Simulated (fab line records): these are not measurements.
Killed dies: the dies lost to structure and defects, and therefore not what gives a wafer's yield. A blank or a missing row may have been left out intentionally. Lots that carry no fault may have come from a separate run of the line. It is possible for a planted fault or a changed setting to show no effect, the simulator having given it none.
Matching of chambers | flow nand-harc | rie-diel-09 running NHARC_A_CHANNEL_HOLE_D2_DESCUM_15: 4 sister chambers
The step chemistry O2, time 3 s. 18 wafers are shown with their chamber, then 9 later ones without.

== EACH WAFER AND ITS CHAMBER ==
wafer  | chamber | showerhead-plenum-p-Torr (Torr) | drypump-motor-current-A (A) | rf-vpp-V (V)
L075.1 | 2       | 1.91                            | 5.9                         | 57.3
L075.3 | 3       | 1.83                            | 4.9                         | 56.6
L075.4 | 0       | 1.84                            | 5.0                         | 58.3
L076.1 | 0       | 1.84                            | 5.0                         | 57.2
L076.3 | 1       | 2.06                            | 6.2                         | 59.0
L076.5 | 3       | 1.83                            | 4.9                         | 57.4
L083.1 | 0       | 1.83                            | 5.0                         | 57.5
L083.4 | 1       | 2.06                            | 6.2                         | 58.9
L083.5 | 1       | 2.06                            | 6.2                         | 59.3
L084.3 | 2       | 1.91                            | 5.8                         | 57.5
L084.4 | 0       | 1.83                            | 5.0                         | 59.2
L084.6 | 0       | 1.83                            | 5.0                         | 57.9
L086.2 | 0       | 1.83                            | 5.0                         | 57.8
L086.4 | 1       | 2.06                            | 6.2                         | 57.8
L086.5 | 1       | 2.06                            | 6.2                         | 59.4
L088.4 | 1       | 2.06                            | 6.2                         | 58.7
L088.5 | 3       | 1.83                            | 4.9                         | 58.0
L088.6 | 2       | 1.91                            | 5.9                         | 58.0

SIGNATURES (averages over the wafers above)
reading                  | chamber 0 | chamber 1 | chamber 2 | chamber 3 | scatter within a chamber
showerhead-plenum-p-Torr | 1.8333    | 2.0600    | 1.9100    | 1.8300    | 0.00309
drypump-motor-current-A  | 5.000     | 6.200     | 5.867     | 4.900     | 0.0218
rf-vpp-V                 | 57.983    | 58.850    | 57.600    | 57.333    | 0.619
Rule: a wafer's distance from a chamber is the root of the sum, over the readings, of the square of ((its reading less the chamber's mean) divided by the reading's scatter). The wafer belongs to the nearest chamber; if the next one is less than 2 further off, it can't be placed. The scatter: take each reading less its chamber's mean, square it, sum over the shown wafers, divide by the number of wafers less the number of chambers, and take the root.

== WAFERS MISSING THEIR CHAMBER ==
wafer  | showerhead-plenum-p-Torr (Torr) | drypump-motor-current-A (A) | rf-vpp-V (V)
L089.4 | 1.83                            | 4.9                         | 57.5
L089.5 | 1.91                            | 5.9                         | 57.9
L089.6 | 1.83                            | 4.9                         | 58.5
L092.3 | 1.91                            | 5.9                         | 56.7
L092.5 | 1.83                            | 4.9                         | 56.5
L092.6 | 1.83                            | 4.9                         | 57.5
L096.2 | 1.91                            | 5.9                         | 57.4
L096.3 | 1.83                            | 4.9                         | 57.1
L096.5 | 1.91                            | 5.9                         | 57.8

== WHICH CHAMBER EACH ONE RAN IN ==
wafer  | from the rows above | in truth
L089.4 | 3                   | 3
L089.5 | 2                   | 2
L089.6 | 3                   | 3
L092.3 | 2                   | 2
L092.5 | 3                   | 3
L092.6 | 3                   | 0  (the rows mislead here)
L096.2 | 2                   | 2
L096.3 | 3                   | 3
L096.5 | 2                   | 2
Correctly placed: 8 of 9. From these rows, 0 cannot be placed. Number placed wrongly: 1.
